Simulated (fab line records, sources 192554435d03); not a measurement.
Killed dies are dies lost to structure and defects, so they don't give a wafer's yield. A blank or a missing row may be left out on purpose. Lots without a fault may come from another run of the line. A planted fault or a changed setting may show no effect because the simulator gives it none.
A struck lot beside a sound one | flow n5_finfet | 37 steps out of a route of 1938
Sound: wafers L479.3, L479.4, L479.5. Struck: wafer L486.1. (L486.3, L486.5 of the same lot were not struck and are left out.) The cause comes at the end.
At each step with rows: each side's tool, then ch and its chambers, then its first start. Under that, the readings that differ: sound wafers | struck wafers | difference of the means | sigmas: that difference in standard deviations of wafers without a fault.
alike: readings whose means differ by less than 2 such deviations, and words and numbers that are the same on both sides. not compared: withheld readings, readings that some wafer has no value for, bounds like >300 that may hide the same value, and numbers for which the record gives no deviation and whose values overlap.
The two part at a step that has a row with sigmas, a row that says differs or no value, or rows on one side only. Numbers that don't overlap but have no deviation are shown without sigmas and don't part them. A reading that every wafer of one side lacks parts them only if that side has two wafers or more.

first, 8 steps without rows for these wafers: N5_BEOL_M5_ANNEAL_51 (time 90 s); N5_BEOL_M5_CMP_52 (polishes, stops on SiCOH lowk, t overpolish 6.9 s, target thk 62 nm); N5_BEOL_M5_PRE_CLEAN_77 (time 15 s); N5_BEOL_M5_CO_CAP_78 (material Co, precursor CCTBA/H2, target thk 2 nm, time 102.1 s); N5_BEOL_M5_PRE_CLEAN_55 (time 15 s); N5_BEOL_M5_DEP_56 (deposits SiCN from 3MS/NH3, target thk 8 nm, time 14 s); N5_BEOL_M6_ILD_DEP_00 (deposits SiCOH lowk from DEMS/porogen, target thk 179.75 nm, time 33.4 s); N5_BEOL_M6_CURE_74 (cures SiCOH lowk, time 240 s).
N5_BEOL_M6_PECVD_70: deposits SiO2 from TEOS/O2, target thk 20 nm, time 22.7 s.
  sound on pecvd-01 ch 1,2, day 11 06:40; struck on pecvd-01 ch 0, day 12 06:44
  reading                                    | sound          | struck | difference | sigmas
  model.SiO2_of_BEOL_M6_PECVD_70.thk_nm (nm) | 20.4 21.2 20.4 | 11.6   | -9.1       |
  alike: heater_power_w, showerhead_plenum_p_Torr, throttle_valve_pct
then, 25 steps without rows for these wafers: N5_BEOL_M6_HM_DEP_02 (deposits TiN, target thk 20 nm); N5_BEOL_M6_COAT_59 (time 60 s, resist thk 100 nm); N5_BEOL_M6_COAT_60 (time 60 s, resist thk 35 nm); N5_BEOL_M6_COAT_05 (resist thk 90 nm); N5_BEOL_M6_EBR_07; N5_BEOL_M6_SOFTBAKE_06 (time 60 s); N5_BEOL_M6_EXPOSE_08 (exposes mask M6); N5_BEOL_M6_PEB_09 (peb time 60 s); N5_BEOL_M6_DEVELOP_10 (develop time 30 s); N5_BEOL_M6_DESCUM_16 (chemistry O2, time 7.9 s); N5_BEOL_M6_ETCH_61 (etches SiARC in CF4, target depth 45.5 nm, time 75.8 s); N5_BEOL_M6_ETCH_62 (etches SOC in N2/H2, target depth 110 nm, overetch 22 nm, time 165 s); N5_BEOL_M6_STRIP_68 (strips in N2/H2); N5_BEOL_M6_STRIP_67 (strips in CF4); N5_BEOL_M6_HM_OPEN_17 (chemistry Cl2/BCl3, target TiN, target depth 20 nm, overetch 6 nm); N5_BEOL_M6_STRIP_19 (strips in O2); N5_BEOL_M6_COAT_63 (time 60 s, resist thk 60 nm); N5_BEOL_M6_COAT_64 (time 60 s, resist thk 12 nm); N5_BEOL_M6_COAT_71 (time 60 s, resist thk 5 nm); N5_BEOL_M6_COAT_22 (resist thk 30 nm); N5_BEOL_M6_EBR_24; N5_BEOL_M6_SOFTBAKE_23 (time 60 s); N5_BEOL_M6_EXPOSE_25 (exposes mask V5, target cd 40 nm); N5_BEOL_M6_PEB_26 (peb time 60 s); N5_BEOL_M6_DEVELOP_27 (develop time 30 s).
N5_BEOL_M6_HM_STRIP_39: strips TiN in peroxide tin strip, target depth 25 nm, time 158 s.
  sound on wet_bench-03 ch 2,6,7, day 11 12:05; struck on wet_bench-02 ch 0, day 12 12:27
  reading                                    | sound        | struck | difference | sigmas
  model.SiO2_of_BEOL_M6_PECVD_70.thk_nm (nm) | 20.2 21 20.2 | 11.6   | -8.9       |
N5_BEOL_M6_CMP_52: polishes, stops on SiCOH lowk, t overpolish 6.9 s, target thk 80 nm.
  sound on cmp-01 ch 0,2,3, day 11 14:29; struck on cmp-01 ch 1, day 12 15:07
  reading                      | sound          | struck | difference | sigmas
  barrier_field_endpoint_s (s) | 30.9 30.5 29.1 | 17.7   | -12.5      | -13
  alike: edge_zone_pressure_frac, motor_current_A
-- the record jumps here: 4 days lie between the struck wafers' starts before and after (it left off in module BEOL_M6 and takes up again in module PASSIVATION, whose first step shown is number 1936 of the route) --
N5_PASSIVATION_PROBE_49:
  the record has rows for the struck wafers here (prober-02, day 16 08:42) and none for the sound ones

WHERE THEY PART
First at N5_BEOL_M6_CMP_52; last, within this record, at N5_PASSIVATION_PROBE_49.

WHY: what the simulator had put in
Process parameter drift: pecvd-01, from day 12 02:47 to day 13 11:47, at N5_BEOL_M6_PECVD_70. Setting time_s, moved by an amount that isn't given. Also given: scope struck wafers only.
